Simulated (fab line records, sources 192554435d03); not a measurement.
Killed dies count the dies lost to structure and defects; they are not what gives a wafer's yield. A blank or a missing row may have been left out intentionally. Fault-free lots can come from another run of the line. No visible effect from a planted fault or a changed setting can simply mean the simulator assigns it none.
The same fault as seen by 2 desks :: flow n5 finfet :: only its own numbers are on each desk; what lay behind them is given at the end

DESK OF THE TOOL OWNER: rie diel-02
The tool's own readings at N5_DUMMY_GATE_ETCH_37 (etches SOC in N2/H2, target depth 60 nm, overetch 30 nm): means of the sampled wafers that have a number, for each lot that ran on this tool. A lot is out of limits, marked OUT, if its mean lies more than 4 standard deviations from the usual mean; the brackets give that distance.
Columns: A = drypump motor current A at N5_DUMMY_GATE_ETCH_37, usual 5.8 A; B = n2 flow sccm at N5_DUMMY_GATE_ETCH_37, usual 200.0 sccm; C = oes product au at N5_DUMMY_GATE_ETCH_37, usual 0.62 a.u.; D = rf vpp V at N5_DUMMY_GATE_ETCH_37, usual 523.8 V; E = showerhead plenum p Torr at N5_DUMMY_GATE_ETCH_37, usual 2.54 Torr; F = throttle valve pct at N5_DUMMY_GATE_ETCH_37, usual 17.79 %
lot: L174
first seen here: day 2 21:39
A: 5.5
B: 199.4
C: 0.60
D: 523.9
E: 2.54
F: 17.75

lot: L185
first seen here: day 5 17:00
A: 6.0
B: 199.6
C: 0.57
D: 523.7
E: 2.54
F: 17.95

lot: L187
first seen here: day 6 08:15
A: 6.0
B: 200.2
C: 0.57
D: 524.6
E: 2.54
F: 17.95
This desk's verdict: no lot among the 3 shows anything out of limits.

THE METROLOGY DESK
What the gauges read, lot by lot, whatever tool the lot ran on: means of the sampled wafers that have a number. A lot is out of limits, marked OUT, if its mean lies more than 4 standard deviations from the usual mean; the brackets give that distance. It has 12 readings; the 7 that lie furthest out on some lot are the ones shown.
Columns: A = cd nm at N5_DUMMY_GATE_CD_MEAS_50, usual 14.2 nm; B = cd nm at N5_DUMMY_GATE_CD_MEAS_24, usual 15.2 nm; C = DIBL_N at N5_BEOL_M4_RC_MEAS_101, usual 35.0 mV/V; D = DIBL_P at N5_BEOL_M4_RC_MEAS_101, usual 35.4 mV/V; E = IOFF_N at N5_BEOL_M4_RC_MEAS_101, usual 0.14 nA/um; F = IOFF_P at N5_BEOL_M4_RC_MEAS_101, usual 0.20 nA/um; G = SS_P at N5_BEOL_M4_RC_MEAS_101, usual 73.1 mV/dec
lot: L174
first seen here: day 2 21:59
A: 14.9
B: 15.9
C: 32.7
D: 34.4
E: 0.12
F: 0.19
G: 72.9

lot: L185
first seen here: day 5 17:16
A: 12.5
B: 13.3
C: 41.8
D: 42.1
E: 0.27
F: 0.32
G: 75.2

lot: L187
first seen here: day 6 08:29
A: 12.6
B: 14.1
C: 41.3
D: 41.6
E: 0.23
F: 0.28
G: 74.7

lot: L192
first seen here: day 7 10:45
A: 14.4
B: 15.6
C: 34.9
D: 35.0
E: 0.13
F: 0.20
G: 72.6
This desk's verdict: no lot among the 4 shows anything out of limits.

PUT TOGETHER
Nothing out of limits was seen by the tool owner's desk.
The metrology desk saw nothing out of limits.

WHAT THE SIMULATOR HAD PUT IN
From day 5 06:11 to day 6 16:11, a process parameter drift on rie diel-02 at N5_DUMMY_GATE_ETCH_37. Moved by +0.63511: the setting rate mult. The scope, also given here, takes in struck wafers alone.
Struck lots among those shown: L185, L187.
